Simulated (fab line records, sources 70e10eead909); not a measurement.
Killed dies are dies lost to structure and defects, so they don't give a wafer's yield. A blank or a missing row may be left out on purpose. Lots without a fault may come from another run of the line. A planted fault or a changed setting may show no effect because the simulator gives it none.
A struck lot beside a sound one | flow nand_harc | 40 steps out of a route of 1159
Sound: wafers L624.2, L624.5, L624.6. Struck: wafers L638.2, L638.3, L638.6. The cause comes at the end.
At each step with rows: each side's tool, then ch and its chambers, then its first start. Under that, the readings that differ: sound wafers | struck wafers | difference of the means | sigmas: that difference in standard deviations of wafers without a fault.
alike: readings whose means differ by less than 2 such deviations, and words and numbers that are the same on both sides. not compared: withheld readings, readings that some wafer has no value for, bounds like >300 that may hide the same value, and numbers for which the record gives no deviation and whose values overlap.
The two part at a step that has a row with sigmas, a row that says differs or no value, or rows on one side only. Numbers that don't overlap but have no deviation are shown without sigmas and don't part them. A reading that every wafer of one side lacks parts them only if that side has two wafers or more.

first, 3 steps without rows for these wafers: NHARC_A_BLC_EXPOSE_07 (exposes mask A BLC, target cd 100 nm); NHARC_A_BLC_PEB_08 (peb time 65 s); NHARC_A_BLC_DEVELOP_09 (develop time 35 s).
NHARC_A_BLC_CD_MEAS_10: target cd 100 nm.
  sound on cd_sem-03 ch 0, day 17 06:49; struck on cd_sem-01 ch 0, day 21 04:29
  alike: cd_nm
NHARC_A_BLC_OVL_MEAS_11:
  sound on overlay-02, day 17 06:55; struck on overlay-02, day 21 04:34
  reading           | sound          | struck      | difference | sigmas
  overlay_y_nm (nm) | -1.6 -1.3 -1.2 | 0.7 0.4 0.4 | +1.9       | +2
  alike: overlay_x_nm
NHARC_A_BLC_INSPECT_12:
  sound on defect_inspect-01, day 17 06:57; struck on defect_inspect-01, day 21 04:37
  alike: raw_defect_count
then, 4 steps without rows for these wafers: NHARC_A_BLC_DESCUM_15 (chemistry O2, time 3 s); NHARC_A_BLC_ETCH_16 (etches the open film in CF4, target depth 39 nm, time 65 s); NHARC_A_BLC_ETCH_17 (etches the open film in N2/H2, target depth 390 nm, time 609.38 s); NHARC_A_BLC_ETCH_18 (etches the open film in C4F8/O2/Ar, target depth 910 nm).
NHARC_A_BLC_CD_MEAS_19:
  sound on cd_sem-02, day 17 07:59; struck on cd_sem-03, day 21 05:38
  alike: cd_nm
NHARC_A_BLC_STRIP_29: strips in CF4.
  sound on rie_diel-08 ch 1,2,3, day 17 08:04; struck on rie_diel-06 ch 0,2, day 21 05:43
  alike: cf4_flow_sccm, drypump_motor_current_A, oes_product_au, rf_vpp_V, showerhead_plenum_p_Torr, throttle_valve_pct
  not compared: rf_hours_counter_h
NHARC_A_BLC_STRIP_21: strips in O2.
  sound on rie_diel-08 ch 2,3, day 17 08:10; struck on rie_diel-06 ch 0,2,3, day 21 05:49
  alike: drypump_motor_current_A, oes_product_au, rf_vpp_V, showerhead_plenum_p_Torr, throttle_valve_pct
  not compared: rf_hours_counter_h
then, 6 steps without rows for these wafers: NHARC_A_BLC_STRIP_22 (strips in post etch residue remover, time 600 s); NHARC_A_BLC_DEGAS_30 (time 60 s); NHARC_A_BLC_PRE_CLEAN_31 (time 15 s); NHARC_A_BLC_PVD_32 (deposits Ti, target thk 5 nm, time 17.7 s); NHARC_A_BLC_ALD_23 (deposits TiN, target thk 3 nm, pulse time 1 s, ald cycles 150); NHARC_A_BLC_CVD_24 (deposits W, target thk 150 nm, time 434 s).
NHARC_A_BLC_CMP_25: polishes, t overpolish 30 s, target thk 150 nm.
  sound on cmp-03 ch 1,2, day 17 12:25; struck on cmp-02 ch 1,2, day 21 16:47
  alike: motor_current_A, overpolish_run_s, time_to_endpoint_s
then, 11 steps without rows for these wafers: NHARC_A_BLC_SRD_27; NHARC_A_M0_DEP_00 (deposits SiOC, target thk 150 nm); NHARC_A_M0_DEHYDRATE_01 (time 120 s); NHARC_A_M0_HMDS_02 (time 30 s); NHARC_A_M0_COAT_33 (time 65 s); NHARC_A_M0_COAT_03 (resist thk 90 nm); NHARC_A_M0_SOFTBAKE_04 (time 55 s); NHARC_A_M0_EBR_05; NHARC_A_M0_EXPOSE_06 (exposes mask A M0, target cd 80 nm); NHARC_A_M0_PEB_07 (peb time 65 s); NHARC_A_M0_DEVELOP_08 (develop time 35 s).
NHARC_A_M0_CD_MEAS_09: target cd 80 nm.
  sound on cd_sem-03 ch 0, day 17 13:50; struck on cd_sem-03 ch 0, day 21 18:05
  reading    | sound          | struck         | difference | sigmas
  cd_nm (nm) | 79.5 79.6 78.7 | 81.5 80.9 81.6 | +2.1       | +2
NHARC_A_M0_OVL_MEAS_10: pitch 160 nm.
  sound on overlay-02, day 17 13:55; struck on overlay-02, day 21 18:10
  reading           | sound       | struck         | difference | sigmas
  overlay_y_nm (nm) | 0.9 1.2 0.9 | -0.9 -0.8 -0.4 | -1.7       | -2
  alike: overlay_x_nm
then, 1 step without rows for these wafers: NHARC_A_M0_DESCUM_14 (chemistry O2, time 3 s).
NHARC_A_M0_ETCH_34: etches the open film in N2/H2, target depth 40 nm, overetch 12 nm, time 43.94 s.
  sound on rie_diel-05 ch 0,2,3, day 17 14:07; struck on rie_diel-07 ch 2,3, day 21 18:22
  alike: drypump_motor_current_A, h2_flow_sccm, oes_product_au, rf_fwd_power_W, rf_vpp_V, showerhead_plenum_p_Torr, throttle_valve_pct
  not compared: rf_hours_counter_h
NHARC_A_M0_ETCH_15: etches the open film in C4F8/Ar, target depth 150 nm, overetch 15 nm, time 82.5 s.
  sound on rie_diel-05 ch 0,3; struck on rie_diel-07 ch 0,2
  alike: oes_product_au, rf_fwd_power_W, rf_vpp_V
  not compared: rf_hours_counter_h
NHARC_A_M0_CD_MEAS_16:
  sound on cd_sem-02, day 17 14:46; struck on cd_sem-01, day 21 18:37
  alike: cd_nm
NHARC_A_M0_STRIP_18: strips in N2/H2.
  sound on rie_diel-07 ch 0,3, day 17 14:51; struck on rie_diel-05 ch 0,1,2, day 21 18:41
  alike: drypump_motor_current_A, h2_flow_sccm, oes_product_au, rf_fwd_power_W, rf_vpp_V, showerhead_plenum_p_Torr, throttle_valve_pct
  not compared: rf_hours_counter_h
then, 1 step without rows for these wafers: NHARC_A_M0_STRIP_19 (strips in post etch residue remover, time 600 s).
NHARC_END_SORT_01:
  the record has rows for the struck wafers here (prober-01 ch 0, day 23 13:38) and none for the sound ones

WHERE THEY PART
First at NHARC_A_BLC_OVL_MEAS_11; last, within this record, at NHARC_END_SORT_01.

WHY: what the simulator had put in
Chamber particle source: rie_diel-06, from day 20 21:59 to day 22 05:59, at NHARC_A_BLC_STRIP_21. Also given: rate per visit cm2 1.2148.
